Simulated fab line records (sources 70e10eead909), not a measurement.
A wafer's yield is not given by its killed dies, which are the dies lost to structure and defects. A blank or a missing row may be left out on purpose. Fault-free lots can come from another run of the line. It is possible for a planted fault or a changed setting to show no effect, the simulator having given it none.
fab line records -- flow nandHarc
record lots=6, wafers=18, lastDay=32
route steps=1302 shown P_M0@255 END@1302
lots with no fault: from the same line, run without faults
startH: the number of hours between the record's first day and the start of the first shown wafer of the lot -- waitH: hours elapsed since this lot's preceding step -- " unchanged from the row above -- L1.1+2: several wafers, shown together as one row -- - either no value or no given start -- * or withheld: withheld -- < > ~ a bound
route shown NAME@n: a module of which the file shows steps, and the number in the route of the first -- usual: average and standard deviation across the fault-free wafers -- same: alike in all rows -- chamber/n: place in a boat -- sites: per-site readings -- _std_site: how widely they spread, as a standard deviation -- _edge_site: inner sites' mean taken away from outer sites' mean -- radiusMm: for every site, how far away it sits from the centre of the wafer -- mask NAME#n: copy n -- behind: the tool/chamber that last shaped the wafer -- hold: cause of the lot's hold/its duration in hours/its outcome -- device: the n, p or np transistor that did not switch -- end of line: the tests these same wafers got at the end of their route -- a step given without rows: its recipe and nothing more -- killed: count of dies lost to structure and defects at first sort (not the wafer's yield) -- map: dies across one wafer; x = killed, . = not, _ = none there
set.NAME: the setting the step ran with; set.NAME@STEP: the setting that earlier step ran with -- model.NAME: the simulator's own value behind a step, which no gauge read
a table for each step, a row for each wafer; lots at some steps of the route
services: from which hour (startH, from the record's first day; less than 0 if before it) a tool's chamber was out of use, for how many hours, and why
## steps
# step NHARC_P_M0_HMDS_02
# recipe timeS=30
# step NHARC_P_M0_COAT_33
# recipe tempC=200, timeS=65
# step NHARC_P_M0_COAT_03
# recipe spinRpm=1500, resistThkNm=90
# step NHARC_P_M0_SOFTBAKE_04
# recipe tempC=105, timeS=55
# step NHARC_P_M0_EBR_05
# step NHARC_P_M0_EXPOSE_06
# recipe na=1.35, targetCdNm=90, doseMj=81.28, maskId=P_M0
# step NHARC_P_M0_PEB_07
# recipe pebTempC=100, pebTimeS=65
# step NHARC_P_M0_DEVELOP_08
# recipe developTimeS=35, devTempC=23
# step NHARC_P_M0_CD_MEAS_09
# recipe targetCdNm=90, landingEnergyEv=500
# usual cdNm=90.1/0.71
lot.wafer,tool,chamber,startH,waitH,cdNm
L269.3,cdSem-02,0,136.34,-,90.0
L269.4,cdSem-02,0,136.34,-,90.4
L269.6,cdSem-02,0,136.34,-,90.2
L270.2,cdSem-01,0,150.41,-,89.6
L270.3,cdSem-01,0,150.41,-,90.1
L270.5,cdSem-01,0,150.41,-,89.7
L275.2,cdSem-03,0,200.10,-,90.5
L275.4,cdSem-03,0,200.10,-,89.8
L275.6,cdSem-03,0,200.10,-,91.0
L276.3,cdSem-01,0,200.83,-,90.0
L276.5,cdSem-01,0,200.83,-,90.3
L276.6,cdSem-01,0,200.83,-,90.1
L287.2,cdSem-01,0,321.39,-,91.3
L287.3,cdSem-01,0,321.39,-,89.7
L287.4,cdSem-01,0,321.39,-,90.7
L288.1,cdSem-02,0,327.89,-,89.9
L288.4,cdSem-02,0,327.89,-,90.6
L288.6,cdSem-02,0,327.89,-,90.8
# step NHARC_P_M0_OVL_MEAS_10
# recipe pitchNm=180
# usual overlayXNm=0.1/0.92, overlayYNm=0.2/0.9
lot.wafer,tool,chamber,startH,waitH,overlayXNm,overlayYNm
L269.3,overlay-01,-,136.43,-,0.6,0.2
L269.4,overlay-01,-,136.43,-,0.0,0.8
L269.6,overlay-01,-,136.43,-,1.0,0.6
L270.2,overlay-01,-,150.49,-,1.3,-0.6
L270.3,overlay-01,-,150.49,-,2.0,-0.6
L270.5,overlay-01,-,150.49,-,1.2,-0.2
L275.2,overlay-02,-,200.18,-,0.9,0.8
L275.4,overlay-02,-,200.18,-,0.8,0.9
L275.6,overlay-02,-,200.18,-,1.0,1.2
L276.3,overlay-02,-,200.92,-,-0.1,-0.7
L276.5,overlay-02,-,200.92,-,0.6,-0.8
L276.6,overlay-02,-,200.92,-,0.8,-1.3
L287.2,overlay-01,-,321.47,-,0.0,-0.7
L287.3,overlay-01,-,321.47,-,-0.1,-1.1
L287.4,overlay-01,-,321.47,-,0.3,-1.0
L288.1,overlay-01,-,327.98,-,-0.3,0.2
L288.4,overlay-01,-,327.98,-,-0.5,0.7
L288.6,overlay-01,-,327.98,-,-0.6,0.7
# step NHARC_P_M0_INSPECT_11
# usual rawDefectCount=4.1/2.6
lot.wafer,tool,chamber,startH,waitH,rawDefectCount
L269.3,defectInspect-01,-,136.46,0.0,4
L269.4,defectInspect-01,-,136.46,0.0,3
L269.6,defectInspect-01,-,136.46,0.0,1
L270.2,defectInspect-01,-,150.53,0.0,3
L270.3,defectInspect-01,-,150.53,0.0,5
L270.5,defectInspect-01,-,150.53,0.0,4
L275.2,defectInspect-02,-,200.22,0.0,7
L275.4,defectInspect-02,-,200.22,0.0,6
L275.6,defectInspect-02,-,200.22,0.0,12
L276.3,defectInspect-01,-,200.95,0.0,6
L276.5,defectInspect-01,-,200.95,0.0,3
L276.6,defectInspect-01,-,200.95,0.0,1
L287.2,defectInspect-02,-,321.51,0.0,3
L287.3,defectInspect-02,-,321.51,0.0,8
L287.4,defectInspect-02,-,321.51,0.0,1
L288.1,defectInspect-01,-,328.02,0.0,1
L288.4,defectInspect-01,-,328.02,0.0,4
L288.6,defectInspect-01,-,328.02,0.0,0
# step NHARC_P_M0_DESCUM_14
# recipe timeS=3, o2FlowSccm=200, arFlowSccm=0, biasPowerW=0, chemistry=O2
# usual drypumpMotorCurrentA=5.5/0.42, oesProductAu=1.002/0.011, rfVppV=57.8/0.86, showerheadPlenumPTorr=1.92/0.074, throttleValvePct=11.310/0.0092
lot.wafer,tool,chamber,startH,waitH,drypumpMotorCurrentA,oesProductAu,rfHoursCounterH,rfVppV,showerheadPlenumPTorr,throttleValvePct
L269.3,rieDiel-05,0,136.52,0.1,5.5,1.011,10,58.2,1.89,11.312
L269.4,rieDiel-05,2,136.52,0.1,5.8,1.000,9,56.6,1.93,11.311
L269.6,rieDiel-05,0,136.52,0.1,5.5,1.015,-,58.5,1.89,11.301
L270.3,rieDiel-05,2,150.61,0.1,5.8,0.990,13,58.2,1.93,11.311
L270.2,rieDiel-05,3,150.61,0.1,4.9,1.001,12,58.6,1.86,11.307
L270.5,rieDiel-05,1,150.61,0.1,5.5,1.007,-,58.7,2.03,11.292
L275.4,rieDiel-05,0,200.29,0.1,5.5,1.005,23,58.9,1.89,11.335
L275.2,rieDiel-05,1,200.29,0.1,5.5,1.008,23,57.7,2.03,11.314
L275.6,rieDiel-05,3,200.29,0.1,4.9,1.011,-,57.4,1.86,11.323
L276.3,rieDiel-05,2,201.04,0.1,5.8,0.995,20,58.8,1.92,11.305
L276.5,rieDiel-05,3,201.04,0.1,4.9,1.010,-,57.2,1.86,11.309
L276.6,rieDiel-05,0,201.04,0.1,5.5,1.012,-,59.3,1.89,11.298
L287.3,rieDiel-10,2,321.57,0.1,6.1,0.999,27,58.3,2.07,11.319
L287.2,rieDiel-10,3,321.57,0.1,4.6,0.991,22,57.2,1.94,11.315
L287.4,rieDiel-10,1,321.57,0.1,6.4,0.972,21,58.1,1.83,11.292
L288.4,rieDiel-05,1,328.08,0.1,5.5,1.007,12,58.3,2.02,11.299
L288.1,rieDiel-05,2,328.08,0.1,5.8,0.987,9,56.8,1.92,11.310
L288.6,rieDiel-05,2,328.08,0.1,5.8,0.992,-,58.4,1.92,11.333
# step NHARC_P_M0_ETCH_34
# recipe targetDepthA=400, overetchA=120, timeS=43.94, ionEnergyEv=200, n2FlowSccm=150, h2FlowSccm=150, arFlowSccm=0, rfW=400, biasW=150, chemistry=N2/H2
# usual drypumpMotorCurrentA=5.5/0.43, oesProductAu=1.001/0.0095, rfVppV=430.4/2.2, runLengthS=65.1/0.3, showerheadPlenumPTorr=2.04/0.076, throttleValvePct=14.171/0.0081
lot.wafer,tool,chamber,startH,waitH,drypumpMotorCurrentA,oesProductAu,rfHoursCounterH,rfVppV,runLengthS,showerheadPlenumPTorr,throttleValvePct
L269.4,rieDiel-05,3,136.61,0.1,4.9,1.010,8,429.9,64.8,1.98,14.151
L269.3,rieDiel-05,0,136.61,0.1,5.5,1.006,10,430.8,65.0,2.02,14.174
L269.6,rieDiel-05,2,136.61,0.1,5.8,1.002,-,430.9,65.3,2.06,14.172
L270.3,rieDiel-05,3,150.68,0.1,4.9,0.988,12,427.4,64.8,1.98,14.171
L270.2,rieDiel-05,0,150.68,0.1,5.5,1.001,15,429.5,65.4,2.01,14.170
L270.5,rieDiel-05,2,150.68,0.1,5.8,0.990,-,432.0,65.3,2.05,14.173
L275.2,rieDiel-05,1,200.37,0.1,5.5,1.012,23,433.0,64.7,2.16,14.157
L275.4,rieDiel-05,0,200.37,0.1,5.5,1.009,23,431.2,55.8,2.01,14.171
L275.6,rieDiel-05,2,200.37,0.1,5.8,0.996,-,431.1,65.3,2.05,14.181
L276.3,rieDiel-05,1,201.10,0.1,5.5,1.011,23,434.0,65.0,2.16,14.179
L276.5,rieDiel-05,0,201.10,0.1,5.5,1.025,-,428.1,55.5,2.01,14.160
L276.6,rieDiel-05,1,201.10,0.1,5.5,1.021,-,432.9,64.7,2.16,14.174
L287.3,rieDiel-10,0,321.66,0.1,5.5,0.995,26,430.3,65.2,2.06,14.170
L287.2,rieDiel-10,1,321.66,0.1,6.4,0.989,21,426.7,65.6,1.95,14.162
L287.4,rieDiel-10,2,321.66,0.1,6.1,0.996,27,435.3,65.1,2.21,14.173
L288.1,rieDiel-05,3,328.17,0.1,4.9,0.999,10,428.6,65.3,1.97,14.174
L288.4,rieDiel-05,0,328.17,0.1,5.5,0.994,12,428.3,64.9,2.00,14.164
L288.6,rieDiel-05,2,328.17,0.1,5.8,0.999,-,430.7,65.2,2.05,14.169
# step NHARC_P_M0_ETCH_15
# recipe targetDepthA=1500, overetchA=150, timeS=82.5, c4f8FlowSccm=withheld, arFlowSccm=400, rfW=600, biasW=300, chemistry=C4F8/Ar
# usual oesProductAu=0.964/0.015, rfVppV=440.7/2.2, runLengthS=103.7/0.31
lot.wafer,tool,chamber,startH,waitH,oesProductAu,rfHoursCounterH,rfVppV,runLengthS
L269.4,rieDiel-05,2,-,-,0.966,9,440.4,103.9
L269.3,rieDiel-05,0,-,-,0.963,10,438.4,103.5
L269.6,rieDiel-05,2,-,-,0.967,-,440.2,103.6
L270.2,rieDiel-05,2,-,-,0.960,13,441.9,103.9
L270.3,rieDiel-05,0,-,-,0.959,15,439.7,103.6
L270.5,rieDiel-05,2,-,-,0.969,-,441.1,104.1
L275.4,rieDiel-05,3,-,-,0.971,18,439.6,103.9
L275.2,rieDiel-05,1,-,-,0.983,23,445.6,103.5
L275.6,rieDiel-05,3,-,-,0.966,-,439.3,103.4
L276.3,rieDiel-05,3,-,-,0.964,18,439.3,103.9
L276.5,rieDiel-05,3,-,-,0.966,-,439.4,104.0
L276.6,rieDiel-05,0,-,-,0.970,-,440.6,103.5
L287.4,rieDiel-10,3,-,-,0.955,22,442.5,104.7
L287.3,rieDiel-10,0,-,-,0.977,26,440.6,103.5
L287.2,rieDiel-10,1,-,-,0.977,21,438.7,104.6
L288.4,rieDiel-05,0,-,-,0.973,12,438.0,103.3
L288.1,rieDiel-05,1,-,-,0.967,12,443.9,103.5
L288.6,rieDiel-05,2,-,-,0.954,-,441.0,104.2
# step NHARC_END_SORT_01
# recipe tempC=25
# usual defectLimitedYield=91/3, killedAtArray=59/20, killedAtOther=0.8/1, killedAtPeriphery=3.2/2.1, killedDies=63/21, killedOpen=3.0/1.9, killedShort=2.3/1.5
# same grossDies=677
lot.wafer,tool,chamber,startH,waitH,defectLimitedYield[%],killedAtArray,killedAtOther,killedAtPeriphery,killedDies,killedOpen,killedShort
L269.3,prober-02,0,587.16,3.1,95,27,1,3,31,6,1
L269.4,prober-02,0,587.95,3.4,96,23,1,3,27,3,0
L269.6,prober-02,0,589.54,4.0,98,13,0,1,14,1,1
L275.2,prober-02,0,646.11,2.8,90,65,0,6,71,3,2
L275.4,prober-02,0,647.74,3.5,91,53,1,5,59,1,2
L275.6,prober-02,0,649.37,4.1,92,45,0,8,53,2,4
# killed by level:class
L269.3 A_CHANNEL_HOLE_D2:chamberFilmFlake=12 A_CONTACT:chamberFilmFlake=3 A_CHANNEL_HOLE_D1:chamberFilmFlake=2 A_STAIRCASE:chamberFilmFlake=2 P_M0:geometricParticle:open=1 A_ONON_D1:geometricParticle:open=1 A_ONON_D1:geometricParticle:short=1 A_CHANNEL_FILL_D1:geometricParticle:open=1
L269.4 A_CHANNEL_HOLE_D2:chamberFilmFlake=11 A_STAIRCASE:chamberFilmFlake=3 P_STI:chamberFilmFlake=2 A_WL_FILL:chamberFilmFlake=2 A_CONTACT:chamberFilmFlake=2 A_CHANNEL_FILL_D1:geometricParticle:open=1 A_WL_FILL:geometricParticle:open=1 A_CONTACT:geometricParticle:open=1
L269.6 A_CHANNEL_HOLE_D2:chamberFilmFlake=9 A_CHANNEL_HOLE_D2:geometricParticle:open=1 A_WL_FILL:geometricParticle:short=1 P_GATE:chamberFilmFlake=1 A_CHANNEL_HOLE_D1:chamberFilmFlake=1 A_CONTACT:chamberFilmFlake=1
L275.2 A_CHANNEL_HOLE_D1:chamberFilmFlake=33 A_CHANNEL_HOLE_D2:chamberFilmFlake=13 A_STAIRCASE:chamberFilmFlake=7 P_GATE:chamberFilmFlake=4 A_CONTACT:chamberFilmFlake=4 A_CHANNEL_FILL_D1:chamberFilmFlake=3 P_CONTACT:geometricParticle:open=1 P_M0:geometricParticle:short=1
L275.4 A_CHANNEL_HOLE_D1:chamberFilmFlake=25 A_CHANNEL_HOLE_D2:chamberFilmFlake=11 A_STAIRCASE:chamberFilmFlake=6 A_CONTACT:chamberFilmFlake=5 P_GATE:chamberFilmFlake=3 P_CONTACT:geometricParticle:short=1 A_DECK1_JOINT:geometricParticle:short=1 A_M0:geometricParticle:open=1
L275.6 A_CHANNEL_HOLE_D1:chamberFilmFlake=18 A_CHANNEL_HOLE_D2:chamberFilmFlake=13 P_GATE:chamberFilmFlake=6 A_CONTACT:chamberFilmFlake=5 A_STAIRCASE:chamberFilmFlake=3 P_CONTACT:geometricParticle:open=1 P_M0:geometricParticle:open=1 A_ONON_D2:geometricParticle:short=1
## services
tool,chamber,startH,hours,kind
rieDiel-10,-,115.42,0.7,repair
rieDiel-05,0,133.31,-,clean
rieDiel-05,1,133.31,-,clean
rieDiel-05,2,133.31,-,clean
rieDiel-05,3,133.31,-,clean
rieDiel-05,0,157.86,-,clean
rieDiel-05,1,157.86,-,clean
rieDiel-05,2,157.86,-,clean
rieDiel-05,3,157.86,-,clean
rieDiel-05,0,182.36,-,clean
rieDiel-05,1,182.36,-,clean
rieDiel-05,2,182.36,-,clean
rieDiel-05,3,182.36,-,clean
rieDiel-05,0,207.03,-,clean
rieDiel-10,2,230.75,2.6,repair
rieDiel-05,1,234.06,6.6,repair
rieDiel-05,-,237.82,0.6,repair
rieDiel-10,-,244.12,9.0,pm
rieDiel-05,-,252.25,9.0,pm
rieDiel-05,3,263.37,3.2,repair
rieDiel-05,-,267.07,1.0,repair
rieDiel-10,3,296.09,15.7,repair
rieDiel-10,1,313.94,5.3,repair
rieDiel-05,2,320.37,6.9,repair
## key
firstSign step=NHARC_P_M0_ETCH_34, reading=runLengthS, direction=down, sigmas=31, usual=*, struck=*
effect none on later readings
metAt NHARC_P_M0_ETCH_34
struckWafers L275.4,L276.5
onsetBetween 150.68 200.37
fault kind=processParameterDrift, tool=rieDiel-05, chamber=0, onsetH=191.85, steps=NHARC_P_M0_ETCH_34, channel=timeS, offset=*, shape=step, endH=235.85, actsIn=*, stated=*
